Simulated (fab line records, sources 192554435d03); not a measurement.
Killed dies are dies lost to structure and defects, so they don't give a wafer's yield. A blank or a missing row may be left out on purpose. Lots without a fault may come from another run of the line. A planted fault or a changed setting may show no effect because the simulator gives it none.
fab line records | flow n5_finfet
record lots=24 wafers=72 last_day=20
route steps=1938 shown BEOL_M13@1692 BEOL_M14@1746
lots that met no fault: from a run of the same line without faults
start_h: hours from the record's first day to the start of the lot's first wafer shown | wait_h: hours since the lot's step before | " the same as in the row above | L1.1+2: a row that stands for several wafers | - no value, or no start given | * or withheld: withheld | < > ~ a bound
route shown NAME@n: a module of which the file shows steps, and the number in the route of the first | usual: mean/standard deviation of fault-free wafers | same: alike in all rows | chamber/n: place in a boat | sites: the reading at each site | _std_site: their standard deviation | _edge_site: outer sites' mean less inner sites' | radius_mm: how far each site lies from the wafer's centre | mask NAME#n: copy n | behind: the tool/chamber that last shaped the wafer | hold: why the lot was held/for how many hours/how that ended | device: the transistor (n, p or np) that didn't switch | end of line: the same wafers' tests at the end of the route | a step without rows: its recipe alone | killed: dies lost to structure and defects at the first sort, not the wafer's yield | map: a wafer's dies, x killed, . not, _ none there
set.NAME: the setting as run; set.NAME@STEP: as run at that earlier step | model.NAME: the simulator's own value behind a step, which no gauge read
steps of the route over a sample of lots; a table a step, a row a wafer
services: from which hour (start_h, from the record's first day; less than 0 if before it) a tool's chamber was out of use, for how many hours, and why
## steps
# step N5_BEOL_M13_DESCUM_33
# recipe chemistry=O2 time_s=7.9 source_power_w=50 bias_power_w=20 pressure_mtorr=20 rf_frequency_hz=2.712e+07 temp_c=40 o2_flow_sccm=225
# usual drypump_motor_current_A=5.3/0.43 oes_product_au=0.77/0.083 rf_vpp_V=244.0/1.1 showerhead_plenum_p_Torr=2.15/0.041 temp_c=40.01/0.1 throttle_valve_pct=20.42/0.22
# columns lot.wafer tool chamber start_h wait_h drypump_motor_current_A oes_product_au rf_hours_counter_h rf_vpp_V showerhead_plenum_p_Torr temp_c throttle_valve_pct
L075.1 rie_diel-02 3 273.46 0.0 5.5 0.80 103 244.0 2.19 39.96 20.16
L075.5 " 2 " " 4.8 0.81 - 244.4 2.20 39.86 20.87
L075.6 " 3 " " 5.5 0.79 - 243.8 2.19 40.10 20.18
L074.2 rie_diel-02 0 277.19 0.0 5.1 0.67 226 244.4 2.15 40.09 20.58
L074.3 " 1 " " 5.1 0.74 179 244.7 2.18 40.11 20.25
L074.5 " 2 " " 4.8 0.81 - 245.5 2.20 40.10 20.87
L077.4 rie_diel-01 2 300.40 0.0 5.0 0.72 186 242.8 2.09 39.89 20.68
L077.5 " 2 " " 4.9 0.72 - 243.2 2.09 39.75 20.68
L077.6 " 1 " " 5.7 0.94 - 243.8 2.14 40.10 20.38
L078.1 rie_diel-02 3 300.53 0.0 5.5 0.79 112 244.6 2.19 40.01 20.19
L078.2 " 1 " " 5.0 0.74 186 245.1 2.18 40.00 20.26
L078.6 " 0 " " 5.1 0.67 - 243.3 2.15 40.00 20.61
L079.3 rie_diel-02 3 301.47 0.0 5.5 0.78 112 245.6 2.19 39.90 20.18
L079.5 " 3 " " 5.5 0.78 - 246.1 2.19 39.87 20.18
L079.6 " 0 " " 5.0 0.67 - 243.9 2.15 39.99 20.61
L076.2 rie_diel-01 3 306.55 0.1 4.7 0.71 206 245.2 2.15 39.88 20.30
L076.3 " 1 " " 5.8 0.94 9 245.0 2.14 39.99 20.39
L076.5 " 0 " " 5.5 0.72 - 244.9 2.17 40.16 20.30
L082.2 rie_diel-02 0 307.22 0.2 5.0 0.66 236 242.7 2.15 40.14 20.60
L082.4 " 1 " " 5.1 0.73 - 243.7 2.17 40.10 20.27
L082.5 " 0 " " 5.0 0.66 - 243.5 2.15 39.93 20.59
L081.2 rie_diel-02 0 307.88 0.3 5.1 0.66 236 245.0 2.15 39.89 20.60
L081.5 " 3 " " 5.5 0.79 - 245.1 2.19 39.96 20.19
L081.6 " 0 " " 5.0 0.66 - 244.2 2.15 39.95 20.61
L080.3 rie_diel-04 0 314.96 0.0 6.1 0.91 32 244.1 2.14 39.95 20.45
L080.4 " 1 " " 6.1 0.91 16 246.4 2.23 40.00 20.20
L080.6 " 0 " " 6.1 0.91 - 242.7 2.14 40.06 20.47
L083.2 rie_diel-01 3 333.09 0.0 4.7 0.71 215 244.6 2.15 39.97 20.33
L083.5 " 0 " " 5.5 0.71 - 244.4 2.17 39.95 20.33
L083.6 " 3 " " 4.7 0.71 - 244.6 2.15 39.83 20.32
L084.1 rie_diel-01 1 338.40 0.0 5.7 0.92 20 243.6 2.14 40.04 20.40
L084.3 " 0 " " 5.5 0.71 192 244.2 2.17 40.03 20.32
L084.4 " 3 " " 4.7 0.70 216 243.5 2.15 40.05 20.30
L085.1 rie_diel-02 0 355.17 0.0 5.0 0.66 249 245.2 2.14 39.98 20.61
L085.2 " 1 " " 5.0 0.72 203 245.1 2.17 39.95 20.29
L085.5 " 1 " " 5.1 0.71 - 245.0 2.17 40.15 20.29
L086.2 rie_diel-02 1 361.18 0.0 5.1 0.72 205 244.4 2.17 40.10 20.30
L086.4 " 3 " " 5.5 0.76 - 243.9 2.18 40.13 20.20
L086.6 " 2 " " 4.8 0.78 - 244.5 2.19 40.21 20.91
L087.2 rie_diel-02 3 364.45 0.0 5.5 0.76 129 244.6 2.18 40.17 20.20
L087.5 " 1 " " 5.1 0.72 - 244.0 2.17 39.90 20.29
L087.6 " 3 " " 5.5 0.77 - 246.1 2.18 40.15 20.20
L088.1 rie_diel-01 2 383.32 0.0 4.9 0.71 213 242.4 2.08 39.81 20.72
L088.2 " 1 " " 5.8 0.89 35 244.5 2.13 40.07 20.43
L088.4 " 3 " " 4.6 0.70 221 243.5 2.15 40.08 20.32
L089.1 rie_diel-04 2 390.98 0.0 5.5 1.00 0 239.8 2.05 39.91 20.20
L089.2 " 3 " " 5.7 0.71 203 242.2 2.08 39.76 20.40
L089.6 " 0 " " 6.1 0.88 - 244.1 2.13 39.91 20.49
L094.2 rie_diel-02 0 406.11 0.0 5.1 0.95 7 245.1 2.14 40.00 20.23
L094.3 " 1 " " 5.1 0.70 219 245.3 2.16 40.05 20.31
L094.5 " 3 " " 5.5 0.75 - 245.3 2.18 40.19 20.22
L090.2 rie_diel-01 2 416.18 0.1 5.0 0.71 221 242.6 2.08 39.96 20.74
L090.4 " 1 " " 5.8 0.87 43 243.8 2.13 40.07 20.45
L090.6 " 3 " " 4.6 0.69 - 244.4 2.15 40.15 20.33
L091.2 rie_diel-04 0 420.49 0.3 6.1 0.85 63 242.5 2.13 40.04 20.49
L091.4 " 3 " " 5.6 0.70 212 241.8 2.08 40.15 20.42
L091.6 " 0 " " 6.1 0.86 - 243.1 2.13 39.93 20.50
L093.1 rie_diel-04 0 421.26 0.2 6.1 0.85 64 242.9 2.13 39.98 20.50
L093.2 " 3 " " 5.6 0.70 212 243.3 2.08 39.94 20.41
L093.5 " 0 " " 6.1 0.85 - 243.3 2.13 39.96 20.52
L092.3 rie_diel-02 0 423.29 0.4 5.0 0.92 13 244.2 2.14 40.03 20.26
L092.4 " 2 " " 4.8 0.77 138 244.1 2.18 39.91 20.94
L092.5 " 2 " " 4.8 0.76 - 244.7 2.18 40.01 20.94
L095.1 rie_diel-02 2 423.88 0.2 4.8 0.77 139 244.8 2.18 39.96 20.93
L095.4 " 3 " " 5.5 0.74 148 245.1 2.17 40.08 20.23
L095.5 " 0 " " 5.0 0.92 - 243.9 2.14 40.10 20.25
L097.1 rie_diel-01 0 428.47 0.0 5.5 0.69 219 244.2 2.16 40.06 20.37
L097.4 " 2 " " 4.9 0.70 225 243.6 2.08 40.18 20.74
L097.6 " 2 " " 5.0 0.70 - 242.1 2.08 40.07 20.75
L096.1 rie_diel-04 3 443.20 0.0 5.6 0.69 219 241.2 2.07 40.10 20.41
L096.4 " 0 " " 6.1 0.85 71 243.7 2.12 40.06 20.52
L096.6 " 0 " " 6.1 0.84 - 244.1 2.12 40.13 20.52
# step N5_BEOL_M14_CD_MEAS_28
# recipe target_cd_nm=284.4 landing_energy_ev=500 detector=se_inlens
# usual cd_nm=284.1/1.3
# columns lot.wafer tool chamber start_h wait_h cd_nm
L075.1 cd_sem-01 0 278.34 - 284.3
L075.5 " 0 " " 285.2
L075.6 " 0 " " 284.7
L074.2 cd_sem-01 0 281.35 - 284.2
L074.3 " 0 " " 285.1
L074.5 " 0 " " 284.0
L077.4 cd_sem-02 0 306.38 - 281.7
L077.5 " 0 " " 283.0
L077.6 " 0 " " 282.0
L078.1 cd_sem-01 0 306.53 - 282.8
L078.2 " 0 " " 281.5
L078.6 " 0 " " 281.7
L079.3 cd_sem-02 0 309.48 - 284.1
L079.5 " 0 " " 285.8
L079.6 " 0 " " 285.6
L076.2 cd_sem-01 0 311.76 - 284.7
L076.3 " 0 " " 286.3
L076.5 " 0 " " 286.4
L082.2 cd_sem-03 0 311.80 - 282.0
L082.4 " 0 " " 283.2
L082.5 " 0 " " 281.5
L081.2 cd_sem-03 0 312.63 - 285.3
L081.5 " 0 " " 285.2
L081.6 " 0 " " 284.5
L080.3 cd_sem-01 0 320.27 - 283.9
L080.4 " 0 " " 285.2
L080.6 " 0 " " 282.5
L083.2 cd_sem-01 0 338.54 - 283.6
L083.5 " 0 " " 284.3
L083.6 " 0 " " 284.6
L084.1 cd_sem-01 0 344.57 - 282.4
L084.3 " 0 " " 281.9
L084.4 " 0 " " 282.3
L085.1 cd_sem-01 0 361.55 - 285.5
L085.2 " 0 " " 284.9
L085.5 " 0 " " 284.7
L086.2 cd_sem-01 0 367.12 - 283.7
L086.4 " 0 " " 284.0
L086.6 " 0 " " 282.8
L087.2 cd_sem-02 0 370.22 - 285.2
L087.5 " 0 " " 287.1
L087.6 " 0 " " 286.3
L088.1 cd_sem-02 0 391.51 - 283.5
L088.2 " 0 " " 282.5
L088.4 " 0 " " 283.5
L089.1 cd_sem-01 0 394.76 - 284.3
L089.2 " 0 " " 285.3
L089.6 " 0 " " 283.3
L094.2 cd_sem-03 0 414.94 - 284.3
L094.3 " 0 " " 282.8
L094.5 " 0 " " 283.3
L090.2 cd_sem-02 0 420.61 - 282.3
L090.4 " 0 " " 282.7
L090.6 " 0 " " 283.7
L091.2 cd_sem-03 0 429.10 - 285.2
L091.4 " 0 " " 284.0
L091.6 " 0 " " 284.1
L093.1 cd_sem-01 0 429.21 - 283.8
L093.2 " 0 " " 284.6
L093.5 " 0 " " 282.6
L092.3 cd_sem-03 0 429.51 - 285.9
L092.4 " 0 " " 284.8
L092.5 " 0 " " 285.5
L097.1 cd_sem-01 0 439.20 - 284.6
L097.4 " 0 " " 282.9
L097.6 " 0 " " 283.6
L095.1 cd_sem-03 0 439.83 - 281.8
L095.4 " 0 " " 283.0
L095.5 " 0 " " 283.2
L096.1 cd_sem-02 0 452.27 - 284.0
L096.4 " 0 " " 284.9
L096.6 " 0 " " 286.7
# step N5_BEOL_M14_OVL_MEAS_29
# recipe points_per_wafer=44
# usual M14_OVL=-4/4.5
# columns lot.wafer tool chamber start_h wait_h M14_OVL[nm]
L075.1 overlay-02 0 278.37 0.0 -2
L075.5 " 0 " " -4
L075.6 " 0 " " -3
L074.2 overlay-02 0 281.38 0.0 -7
L074.3 " 0 " " 4
L074.5 " 0 " " 2
L077.4 overlay-01 0 306.40 0.0 -13
L077.5 " 0 " " -2
L077.6 " 0 " " 5
L078.1 overlay-01 0 306.56 0.0 -1
L078.2 " 0 " " -12
L078.6 " 0 " " -5
L079.3 overlay-01 0 309.51 0.0 -5
L079.5 " 0 " " -10
L079.6 " 0 " " -13
L076.2 overlay-01 0 311.79 0.0 -5
L076.3 " 0 " " -7
L076.5 " 0 " " -2
L082.2 overlay-02 0 311.83 0.0 -6
L082.4 " 0 " " 0
L082.5 " 0 " " -1
L081.2 overlay-01 0 312.66 0.0 -7
L081.5 " 0 " " -1
L081.6 " 0 " " 0
L080.3 overlay-01 0 320.30 0.0 -16
L080.4 " 0 " " -6
L080.6 " 0 " " -2
L083.2 overlay-02 0 338.57 0.0 1
L083.5 " 0 " " -1
L083.6 " 0 " " 3
L084.1 overlay-01 0 344.60 0.0 -4
L084.3 " 0 " " 1
L084.4 " 0 " " -4
L085.1 overlay-02 0 361.58 0.0 -1
L085.2 " 0 " " -11
L085.5 " 0 " " -5
L086.2 overlay-02 0 367.15 0.0 1
L086.4 " 0 " " 2
L086.6 " 0 " " -2
L087.2 overlay-01 0 370.25 0.0 -3
L087.5 " 0 " " -6
L087.6 " 0 " " -8
L088.1 overlay-01 0 391.54 0.0 -5
L088.2 " 0 " " -9
L088.4 " 0 " " -1
L089.1 overlay-02 0 394.79 0.0 -12
L089.2 " 0 " " -9
L089.6 " 0 " " -10
L094.2 overlay-01 0 414.97 0.0 -5
L094.3 " 0 " " -3
L094.5 " 0 " " -2
L090.2 overlay-02 0 420.64 0.0 -4
L090.4 " 0 " " -5
L090.6 " 0 " " -4
L091.2 overlay-01 0 429.13 0.0 0
L091.4 " 0 " " 2
L091.6 " 0 " " 3
L093.1 overlay-02 0 429.24 0.0 -1
L093.2 " 0 " " -3
L093.5 " 0 " " -3
L092.3 overlay-01 0 429.54 0.0 5
L092.4 " 0 " " -6
L092.5 " 0 " " 1
L097.1 overlay-02 0 439.23 0.0 -10
L097.4 " 0 " " -4
L097.6 " 0 " " -4
L095.1 overlay-02 0 439.86 0.0 5
L095.4 " 0 " " 0
L095.5 " 0 " " -8
L096.1 overlay-01 0 452.30 0.0 -8
L096.4 " 0 " " -4
L096.6 " 0 " " -8
# step N5_BEOL_M14_STRIP_37
# recipe chemistry=O2 power_w=600 temp_c=60 pressure_mtorr=30 rf_frequency_hz=6e+07 bias_power_w=0 overash_fraction=0.3 o2_flow_sccm=225
# usual drypump_motor_current_A=5.50/0.22 oes_product_au=0.78/0.091 rf_vpp_V=3.6/0.94 showerhead_plenum_p_Torr=2.08/0.073 temp_c=59.99/0.12 throttle_valve_pct=16.63/0.26
# columns lot.wafer tool chamber start_h wait_h drypump_motor_current_A oes_product_au rf_hours_counter_h rf_vpp_V showerhead_plenum_p_Torr temp_c throttle_valve_pct
L075.1 rie_diel-06 1 283.64 4.6 5.84 0.77 122 4.9 2.10 59.66 16.27
L075.5 " 0 " " 5.51 0.72 - 3.1 1.98 59.80 16.92
L075.6 " 1 " " 5.86 0.76 - 2.7 2.10 59.89 16.22
L074.2 rie_diel-06 1 283.81 1.5 5.87 0.78 122 3.8 2.10 59.95 16.27
L074.3 " 2 " " 5.28 0.70 228 4.2 2.07 59.89 16.51
L074.5 " 2 " " 5.30 0.68 - 3.8 2.07 59.95 16.56
L077.4 rie_diel-06 1 307.27 0.2 5.85 0.75 - 2.9 2.10 60.04 16.31
L077.5 " 2 " " 5.24 0.70 - 1.5 2.07 59.84 16.60
L077.6 " 0 " " 5.53 0.70 - 3.4 1.98 59.93 16.99
L078.1 rie_diel-06 1 307.55 0.3 5.84 0.75 134 3.6 2.10 60.01 16.29
L078.2 " 0 " " 5.51 0.72 230 3.5 1.98 59.87 16.94
L078.6 " 2 " " 5.29 0.70 - 4.5 2.07 59.85 16.58
L079.3 rie_diel-05 1 310.38 0.2 5.50 0.87 42 4.1 2.14 60.13 16.62
L079.5 " 1 " " 5.48 0.89 - 2.9 2.14 60.15 16.58
L079.6 " 3 " " 5.61 0.86 - 3.1 2.13 59.97 16.56
L076.2 rie_diel-03 3 315.68 3.2 5.28 0.83 91 3.3 2.12 59.88 16.97
L076.3 " 2 " " 5.60 0.71 191 2.5 1.90 59.95 16.74
L076.5 " 2 " " 5.61 0.70 - 3.0 1.90 59.89 16.72
L082.2 rie_diel-05 1 315.95 3.0 5.52 0.87 44 4.0 2.14 59.98 16.59
L082.4 " 2 " " 5.89 0.70 - 5.3 2.07 60.14 16.71
L082.5 " 1 " " 5.51 0.88 - 1.2 2.14 59.97 16.58
L081.2 rie_diel-03 1 317.07 2.9 5.47 0.82 84 1.7 2.11 60.24 16.29
L081.5 " 2 " " 5.62 0.72 - 4.6 1.90 59.99 16.74
L081.6 " 3 " " 5.31 0.81 - 3.7 2.12 60.03 16.96
L080.3 rie_diel-06 1 323.84 2.9 5.89 0.74 141 2.6 2.09 59.94 16.30
L080.4 " 3 " " 5.32 0.75 176 3.9 2.10 60.08 16.89
L080.6 " 3 " " 5.35 0.75 - 3.1 2.09 60.06 16.85
L083.2 rie_diel-06 0 340.04 0.6 5.51 0.70 244 4.6 1.98 59.85 16.98
L083.5 " 2 " " 5.27 0.69 - 3.0 2.07 59.96 16.57
L083.6 " 3 " " 5.29 0.74 - 4.8 2.09 59.68 16.91
L084.1 rie_diel-03 1 346.22 1.0 5.44 0.82 98 4.0 2.11 60.10 16.37
L084.3 " 3 " " 5.28 0.80 106 2.4 2.12 59.90 16.98
L084.4 " 0 " " 5.45 0.69 213 4.2 2.08 59.90 16.78
L085.1 rie_diel-05 1 362.80 0.6 5.54 0.84 61 4.0 2.13 59.91 16.61
L085.2 " 0 " " 5.12 0.71 223 3.8 2.16 59.86 17.09
L085.5 " 0 " " 5.12 0.71 - 4.5 2.16 59.97 17.10
L086.2 rie_diel-03 2 368.77 1.0 5.61 0.69 211 4.3 1.90 59.99 16.79
L086.4 " 3 " " 5.30 0.79 111 4.4 2.11 59.99 16.97
L086.6 " 0 " " 5.45 0.70 - 3.4 2.08 59.94 16.79
L087.2 rie_diel-05 0 372.12 1.1 5.13 0.70 226 4.3 2.16 59.96 17.09
L087.5 " 0 " " 5.13 0.70 - 3.1 2.16 60.02 17.09
L087.6 " 1 " " 5.57 0.85 - 1.7 2.13 60.03 16.65
L088.1 rie_diel-06 3 394.05 1.1 5.31 0.73 203 3.3 2.09 59.93 16.94
L088.2 " 2 " " 5.27 1.00 1 3.4 2.06 60.01 16.16
L088.4 " 1 " " 5.91 0.71 168 4.7 2.08 60.11 16.37
L089.1 rie_diel-03 1 398.39 2.9 5.44 0.80 107 4.4 2.10 59.87 16.33
L089.2 " 3 " " 5.29 0.78 119 4.3 2.11 60.09 16.97
L089.6 " 2 " " 5.61 0.69 - 4.1 1.89 60.10 16.78
L094.2 rie_diel-06 2 416.27 0.6 5.27 0.96 9 4.0 2.06 60.06 16.15
L094.3 " 1 " " 5.88 0.71 177 5.2 2.08 59.82 16.39
L094.5 " 3 " " 5.29 0.72 - 6.9 2.08 60.18 16.95
L090.2 rie_diel-03 2 422.57 0.5 5.59 0.68 229 4.1 1.89 60.11 16.82
L090.4 " 2 " " 5.58 0.68 - 2.4 1.89 60.06 16.80
L090.6 " 1 " " 5.48 0.80 - 3.0 2.10 60.12 16.37
L091.2 rie_diel-06 0 431.15 1.3 5.55 0.91 22 2.6 2.23 60.04 16.58
L091.4 " 2 " " 5.28 0.96 16 5.0 2.06 59.95 16.16
L091.6 " 0 " " 5.54 0.92 - 3.9 2.23 59.95 16.58
L093.1 rie_diel-06 1 431.32 1.4 5.87 0.71 183 3.4 2.08 60.23 16.41
L093.2 " 0 " " 5.56 0.93 22 4.7 2.23 59.97 16.56
L093.5 " 2 " " 5.26 0.97 - 2.8 2.06 59.93 16.20
L092.3 rie_diel-05 0 434.63 4.3 5.10 0.68 250 3.1 2.15 60.14 17.13
L092.4 " 2 " " 5.89 0.91 24 3.5 2.05 59.91 16.28
L092.5 " 1 " " 5.54 0.82 - 5.5 2.13 60.08 16.66
L097.1 rie_diel-06 2 444.42 4.3 5.28 0.95 22 4.5 2.06 59.90 16.17
L097.4 " 3 " " 5.33 0.72 222 4.1 2.08 60.01 16.98
L097.6 " 2 " " 5.27 0.95 - 5.1 2.06 59.96 16.21
L095.1 rie_diel-06 3 444.79 4.1 5.36 0.71 222 4.3 2.08 59.98 16.94
L095.4 " 0 " " 5.51 0.91 27 4.6 2.23 59.97 16.58
L095.5 " 0 " " 5.52 0.91 - 2.7 2.23 59.99 16.58
L096.1 rie_diel-05 3 455.20 2.2 5.59 0.78 134 3.9 2.11 60.01 16.66
L096.4 " 0 " " 5.15 1.00 3 3.1 2.15 60.05 16.64
L096.6 " 0 " " 5.14 1.00 - 4.4 2.15 59.99 16.67
# step N5_BEOL_M14_SPUTTER_45
# recipe material=Cu target_thk_a=1000 temp_c=-20 bias_v=60 power_w=26000 chamber_pressure_pa=0.13 time_s=16.67
# usual bias_v=60.0/0.64 chamber_pressure_pa=0.12998/0.00027 throttle_valve_pct=30.2/1.5
# columns lot.wafer tool chamber start_h wait_h bias_v chamber_pressure_pa throttle_valve_pct
L075.1 pvd_sputter-03 - 284.36 0.0 60.3 0.1306 29.6
L075.5 " - " " 60.2 0.13043 29.2
L075.6 " - " " 61.0 0.13025 29.9
L074.2 pvd_sputter-01 - 284.45 0.0 59.7 0.12985 28.4
L074.3 " - " " 59.5 0.13022 29.9
L074.5 " - " " 60.2 0.1302 29.9
L077.4 pvd_sputter-03 - 308.13 0.0 61.1 0.12976 30.9
L077.5 " - " " 59.9 0.13062 29.2
L077.6 " - " " 60.2 0.12965 32.5
L078.1 pvd_sputter-01 - 308.36 0.0 60.6 0.12954 29.3
L078.2 " - " " 60.2 0.12987 32.9
L078.6 " - " " 60.0 0.12983 28.5
L079.3 pvd_sputter-01 - 311.60 0.0 58.3 0.1296 29.3
L079.5 " - " " 61.3 0.12982 28.2
L079.6 " - " " 59.9 0.13002 29.2
L076.2 pvd_sputter-02 - 316.52 0.0 60.6 0.12948 32.5
L076.3 " - " " 60.6 0.12958 29.4
L076.5 " - " " 60.3 0.12995 29.4
L082.2 pvd_sputter-01 - 316.80 0.0 59.4 0.13001 32.8
L082.4 " - " " 60.4 0.1302 28.3
L082.5 " - " " 60.1 0.12959 32.6
L081.2 pvd_sputter-01 - 317.68 0.0 60.5 0.13018 32.6
L081.5 " - " " 60.2 0.12997 30.0
L081.6 " - " " 60.0 0.12977 28.3
L080.3 pvd_sputter-01 - 325.26 0.0 59.5 0.12994 28.3
L080.4 " - " " 60.0 0.12997 29.4
L080.6 " - " " 59.2 0.13006 29.9
L083.2 pvd_sputter-01 - 341.01 0.0 59.9 0.12964 28.3
L083.5 " - " " 58.7 0.12976 29.3
L083.6 " - " " 59.9 0.13022 33.0
L084.1 pvd_sputter-02 - 347.28 0.0 60.1 0.12964 29.4
L084.3 " - " " 59.7 0.12972 32.4
L084.4 " - " " 60.9 0.13014 29.4
L085.1 pvd_sputter-01 - 363.59 0.0 60.5 0.12971 28.4
L085.2 " - " " 58.6 0.13013 29.7
L085.5 " - " " 59.1 0.12984 30.0
L086.2 pvd_sputter-03 - 369.64 0.0 60.3 0.12981 29.5
L086.4 " - " " 60.2 0.1299 32.6
L086.6 " - " " 60.2 0.12977 32.4
L087.2 pvd_sputter-03 - 372.74 0.0 59.2 0.13001 32.2
L087.5 " - " " 59.9 0.12973 29.8
L087.6 " - " " 61.0 0.13009 30.8
L088.1 pvd_sputter-02 - 394.92 0.0 60.9 0.13002 29.1
L088.2 " - " " 60.9 0.1301 29.6
L088.4 " - " " 60.1 0.1301 29.4
L089.1 pvd_sputter-02 - 399.07 0.0 60.6 0.12948 32.3
L089.2 " - " " 60.0 0.12963 29.8
L089.6 " - " " 59.0 0.12975 29.3
L094.2 pvd_sputter-01 - 417.07 0.0 60.1 0.13018 29.7
L094.3 " - " " 59.5 0.1301 28.3
L094.5 " - " " 59.2 0.12988 28.3
L090.2 pvd_sputter-02 - 423.47 0.0 60.0 0.13018 29.4
L090.4 " - " " 59.7 0.13018 29.2
L090.6 " - " " 60.4 0.12981 29.2
L091.2 pvd_sputter-03 - 431.87 0.0 59.8 0.13 29.4
L091.4 " - " " 59.0 0.13002 29.9
L091.6 " - " " 58.2 0.13044 32.5
L093.1 pvd_sputter-01 - 432.13 0.0 60.8 0.12984 29.8
L093.2 " - " " 60.0 0.13031 28.0
L093.5 " - " " 60.5 0.13035 32.6
L092.3 pvd_sputter-02 - 437.56 0.0 59.7 0.1305 32.3
L092.4 " - " " 59.8 0.13002 29.5
L092.5 " - " " 59.2 0.13036 29.4
L097.1 pvd_sputter-01 - 445.24 0.0 59.4 0.12974 28.3
L097.4 " - " " 59.9 0.12992 29.5
L097.6 " - " " 61.2 0.13004 29.3
L095.1 pvd_sputter-02 - 445.59 0.0 60.7 0.13048 29.2
L095.4 " - " " 59.9 0.13009 32.6
L095.5 " - " " 60.1 0.13029 29.1
L096.1 pvd_sputter-02 - 456.01 0.0 60.3 0.12982 29.8
L096.4 " - " " 60.2 0.12988 32.5
L096.6 " - " " 60.2 0.1297 32.3
# step N5_BEOL_M14_THK_MEAS_50
# recipe thk_meas_gauge=xrf reads=Cu_of_BEOL_M14_ECD_47
# usual M14_THK=559/10
# columns lot.wafer tool chamber start_h wait_h M14_THK[nm]
L075.1 film_metro-02 - 285.48 - 530
L075.5 " - " " 532
L075.6 " - " " 550
L074.2 film_metro-01 - 285.75 - 560
L074.3 " - " " 577
L074.5 " - " " 580
L077.4 film_metro-02 - 309.65 - 582
L077.5 " - " " 542
L077.6 " - " " 568
L078.1 film_metro-02 - 309.87 - 568
L078.2 " - " " 569
L078.6 " - " " 573
L079.3 film_metro-01 - 312.50 - 571
L079.5 " - " " 556
L079.6 " - " " 533
L076.2 film_metro-01 - 317.50 - 587
L076.3 " - " " 565
L076.5 " - " " 584
L082.2 film_metro-02 - 317.78 - 553
L082.4 " - " " 564
L082.5 " - " " 547
L081.2 film_metro-01 - 319.03 - 548
L081.5 " - " " 546
L081.6 " - " " 565
L080.3 film_metro-02 - 326.16 - 555
L080.4 " - " " 557
L080.6 " - " " 555
L083.2 film_metro-02 - 342.30 - 560
L083.5 " - " " 554
L083.6 " - " " 563
L084.1 film_metro-02 - 348.85 - 549
L084.3 " - " " 538
L084.4 " - " " 554
L085.1 film_metro-02 - 364.94 - 572
L085.2 " - " " 569
L085.5 " - " " 568
L086.2 film_metro-01 - 371.79 - 553
L086.4 " - " " 574
L086.6 " - " " 575
L087.2 film_metro-02 - 375.33 - 566
L087.5 " - " " 563
L087.6 " - " " 572
L088.1 film_metro-02 - 395.82 - 562
L088.2 " - " " 555
L088.4 " - " " 554
L089.1 film_metro-01 - 399.99 - 550
L089.2 " - " " 551
L089.6 " - " " 551
L094.2 film_metro-01 - 417.98 - 543
L094.3 " - " " 551
L094.5 " - " " 547
L090.2 film_metro-02 - 424.45 - 557
L090.4 " - " " 549
L090.6 " - " " 553
L091.2 film_metro-02 - 432.79 - 549
L091.4 " - " " 552
L091.6 " - " " 554
L093.1 film_metro-02 - 433.04 - 564
L093.2 " - " " 557
L093.5 " - " " 552
L092.3 film_metro-02 - 438.76 - 564
L092.4 " - " " 561
L092.5 " - " " 560
L097.1 film_metro-02 - 446.33 - 570
L097.4 " - " " 568
L097.6 " - " " 570
L095.1 film_metro-01 - 446.61 - 557
L095.4 " - " " 558
L095.5 " - " " 550
L096.1 film_metro-01 - 456.95 - 554
L096.4 " - " " 548
L096.6 " - " " 552
## services
# columns tool chamber start_h hours kind
rie_diel-06 2 285.04 20.5 repair
rie_diel-03 1 290.99 9.8 repair
rie_diel-01 1 291.76 3.0 repair
rie_diel-02 2 294.86 20.4 repair
rie_diel-05 0 297.70 19.9 repair
rie_diel-06 0 300.01 1.3 repair
rie_diel-06 3 303.75 16.3 repair
rie_diel-06 2 311.68 4.3 repair
rie_diel-06 - 315.30 0.9 repair
rie_diel-05 1 340.08 4.4 repair
rie_diel-05 2 342.03 3.2 repair
rie_diel-01 3 342.61 28.4 repair
rie_diel-01 - 343.93 0.2 repair
rie_diel-02 3 351.99 7.2 repair
rie_diel-06 0 358.73 - clean
rie_diel-03 1 369.64 16.3 repair
rie_diel-05 1 387.25 21.5 repair
rie_diel-06 3 398.74 2.8 repair
rie_diel-04 2 404.85 1.6 repair
rie_diel-02 2 407.57 1.4 repair
rie_diel-01 - 413.97 2.1 repair
rie_diel-03 3 417.16 6.7 repair
rie_diel-04 - 436.28 2.6 repair
pvd_sputter-02 - 446.64 2.0 repair
## key
fault none
